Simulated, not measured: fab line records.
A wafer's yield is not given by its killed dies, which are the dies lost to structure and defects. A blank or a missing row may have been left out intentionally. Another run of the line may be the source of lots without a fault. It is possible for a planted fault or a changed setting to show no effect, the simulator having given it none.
Split-lot study :: flow n5-finfet :: 7 lots, 21 wafers read, on a route of 1938 steps

## THE SPLIT
At N5_DUMMY_GATE_PECVD_30 (deposits SiO2 from TEOS/O2, target thk 55 nm, time 10.8 s), the setting time-s was moved away from the recipe's 10.8 s on 8 of the 21 wafers read, by +6.6% to +14.7%. The other wafers ran this setting at the recipe's value.

## FROM THE SPLIT TO THE READING: what the file shows between them, 4 steps
- N5_DUMMY_GATE_COAT_34: time 60 s, resist thk 60 nm
- N5_DUMMY_GATE_COAT_35: time 60 s, resist thk 10 nm
- N5_DUMMY_GATE_HM_OPEN_21: chemistry CH3F/O2, target SiNx, target depth 120 nm, time 171.4 s
- N5_DUMMY_GATE_ETCH_32: etches SiO2 in CF4, target depth 3.5 nm, time 3.9 s

## THE READING
SiO2_of_DUMMY_GATE_PECVD_30.thk-nm (the simulator's own value, which no gauge read), in nm, at N5_DUMMY_GATE_ETCH_23 (etches poly-Si in HBr/Cl2/O2, target depth 41 nm, time 22.3 s). The file gives no usual value for it. Across the 13 wafers here that went through the recipe, the average is 38.7 nm and the standard deviation 1.1 nm.

wafer: L075.1
tool, chamber at the split: pecvd-03, 1
time-s as run, s: 10.8
against the recipe: recipe
SiO2_of_DUMMY_GATE_PECVD_30.thk-nm, nm: 38
against lot-mates on the recipe: -

wafer: L075.2
tool, chamber at the split: pecvd-03, 2
time-s as run, s: 11.51
against the recipe: +6.6%
SiO2_of_DUMMY_GATE_PECVD_30.thk-nm, nm: 39.8
against lot-mates on the recipe: +1.8

wafer: L075.3
tool, chamber at the split: pecvd-03, 0
time-s as run, s: 11.51
against the recipe: +6.6%
SiO2_of_DUMMY_GATE_PECVD_30.thk-nm, nm: 42
against lot-mates on the recipe: +4.0

wafer: L079.1
tool, chamber at the split: pecvd-02, 2
time-s as run, s: 11.92
against the recipe: +10.4%
SiO2_of_DUMMY_GATE_PECVD_30.thk-nm, nm: 44.6
against lot-mates on the recipe: +6.6

wafer: L079.2
tool, chamber at the split: pecvd-02, 0
time-s as run, s: 10.8
against the recipe: recipe
SiO2_of_DUMMY_GATE_PECVD_30.thk-nm, nm: 38
against lot-mates on the recipe: -

wafer: L079.5
tool, chamber at the split: pecvd-02, 1
time-s as run, s: 11.92
against the recipe: +10.4%
SiO2_of_DUMMY_GATE_PECVD_30.thk-nm, nm: 45.2
against lot-mates on the recipe: +7.2

wafer: L081.3
tool, chamber at the split: pecvd-03, 1
time-s as run, s: 10.8
against the recipe: recipe
SiO2_of_DUMMY_GATE_PECVD_30.thk-nm, nm: 38.4
against lot-mates on the recipe: -

wafer: L081.5
tool, chamber at the split: pecvd-03, 0
time-s as run, s: 10.8
against the recipe: recipe
SiO2_of_DUMMY_GATE_PECVD_30.thk-nm, nm: 38.6
against lot-mates on the recipe: -

wafer: L081.6
tool, chamber at the split: pecvd-03, 2
time-s as run, s: 10.8
against the recipe: recipe
SiO2_of_DUMMY_GATE_PECVD_30.thk-nm, nm: 38.2
against lot-mates on the recipe: -

wafer: L086.2
tool, chamber at the split: pecvd-01, 0
time-s as run, s: 10.8
against the recipe: recipe
SiO2_of_DUMMY_GATE_PECVD_30.thk-nm, nm: 39.4
against lot-mates on the recipe: -

wafer: L086.4
tool, chamber at the split: pecvd-01, 1
time-s as run, s: 10.8
against the recipe: recipe
SiO2_of_DUMMY_GATE_PECVD_30.thk-nm, nm: 40.2
against lot-mates on the recipe: -

wafer: L086.6
tool, chamber at the split: pecvd-01, 2
time-s as run, s: 12.35
against the recipe: +14.4%
SiO2_of_DUMMY_GATE_PECVD_30.thk-nm, nm: 48.6
against lot-mates on the recipe: +8.8

wafer: L091.3
tool, chamber at the split: pecvd-02, 0
time-s as run, s: 12.39
against the recipe: +14.7%
SiO2_of_DUMMY_GATE_PECVD_30.thk-nm, nm: 45.6
against lot-mates on the recipe: no lot-mate on the recipe

wafer: L091.4
tool, chamber at the split: pecvd-02, 2
time-s as run, s: 12.39
against the recipe: +14.7%
SiO2_of_DUMMY_GATE_PECVD_30.thk-nm, nm: 48.6
against lot-mates on the recipe: no lot-mate on the recipe

wafer: L091.6
tool, chamber at the split: pecvd-02, 0
time-s as run, s: 12.39
against the recipe: +14.7%
SiO2_of_DUMMY_GATE_PECVD_30.thk-nm, nm: 46
against lot-mates on the recipe: no lot-mate on the recipe

wafer: L090.4
tool, chamber at the split: pecvd-03, 1
time-s as run, s: 10.8
against the recipe: recipe
SiO2_of_DUMMY_GATE_PECVD_30.thk-nm, nm: 39
against lot-mates on the recipe: -

wafer: L090.5
tool, chamber at the split: pecvd-03, 0
time-s as run, s: 10.8
against the recipe: recipe
SiO2_of_DUMMY_GATE_PECVD_30.thk-nm, nm: 37.4
against lot-mates on the recipe: -

wafer: L090.6
tool, chamber at the split: pecvd-03, 2
time-s as run, s: 10.8
against the recipe: recipe
SiO2_of_DUMMY_GATE_PECVD_30.thk-nm, nm: 36.6
against lot-mates on the recipe: -

wafer: L097.1
tool, chamber at the split: pecvd-01, 0
time-s as run, s: 10.8
against the recipe: recipe
SiO2_of_DUMMY_GATE_PECVD_30.thk-nm, nm: 39.2
against lot-mates on the recipe: -

wafer: L097.2
tool, chamber at the split: pecvd-01, 2
time-s as run, s: 10.8
against the recipe: recipe
SiO2_of_DUMMY_GATE_PECVD_30.thk-nm, nm: 39.2
against lot-mates on the recipe: -

wafer: L097.4
tool, chamber at the split: pecvd-01, 2
time-s as run, s: 10.8
against the recipe: recipe
SiO2_of_DUMMY_GATE_PECVD_30.thk-nm, nm: 40.8
against lot-mates on the recipe: -

FIT RESULTS
A straight line over all 21 wafers: SiO2_of_DUMMY_GATE_PECVD_30.thk-nm changes by +0.574 nm for each +1% of time-s; r = +0.94; the points scatter about the line by 1.3 nm.
The same after taking each lot's own level away (the mean of its wafers on the recipe; 18 wafers): +0.612 nm for each +1%; r = +0.96; scatter 0.82 nm.
Per that fit: largest time-s move, reading shift of 9 nm.
The lots' own levels span 37.67 to 39.80 nm, that is 2.0 times the standard deviation above.
The two slopes agree, so the slope changes little with the lot-to-lot level.
Check: for one of the wafers moved furthest among these (+14.4%), held out of the fit, the line's prediction against its lot-mates is +8.66 nm. Against them it came out at +8.8 nm.

## THE OTHER SPLITS THESE WAFERS WENT THROUGH
Note: prior to the reading, these wafers also went through further splits. Each is held against what the fit with the lots' levels taken away leaves over:
other split on the same wafers: N5_PMOS_HMC_CHANNEL_EPI_EXPOSE_06 dose-mj
wafers away from the commonest value: 7
r with SiO2_of_DUMMY_GATE_PECVD_30.thk-nm (lot level and that fit taken away): +0.23

other split on the same wafers: N5_FIN_SAQP_DESCUM_21 time-s
wafers away from the commonest value: 6
r with SiO2_of_DUMMY_GATE_PECVD_30.thk-nm (lot level and that fit taken away): -0.24

other split on the same wafers: N5_FIN_CUT_COAT_19 spin-rpm
wafers away from the commonest value: 8
r with SiO2_of_DUMMY_GATE_PECVD_30.thk-nm (lot level and that fit taken away): -0.18

other split on the same wafers: N5_DUMMY_GATE_HM_DEP_06 time-s
wafers away from the commonest value: 12
r with SiO2_of_DUMMY_GATE_PECVD_30.thk-nm (lot level and that fit taken away): +0.39

## THE WHOLE CHAIN: every reading that the file lists as answering this split, in the file's order
step: N5_DUMMY_GATE_PECVD_30
what it does: deposits SiO2 from TEOS/O2, target thk 55 nm, time 10.8 s
reading: SiO2_of_DUMMY_GATE_PECVD_30.thk-nm (the simulator's own value, which no gauge read)
change (the file's fit): +0.601 nm for each +1% of the setting
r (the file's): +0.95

step: N5_DUMMY_GATE_ETCH_23
what it does: etches poly-Si in HBr/Cl2/O2, target depth 41 nm, time 22.3 s
reading: SiO2_of_DUMMY_GATE_PECVD_30.thk-nm (the simulator's own value, which no gauge read)
change (the file's fit): +0.608 nm for each +1% of the setting
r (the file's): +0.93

## FILE'S OWN FIT
SiO2_of_DUMMY_GATE_PECVD_30.thk-nm changes by +0.608 nm for each +1% of time-s, r = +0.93.
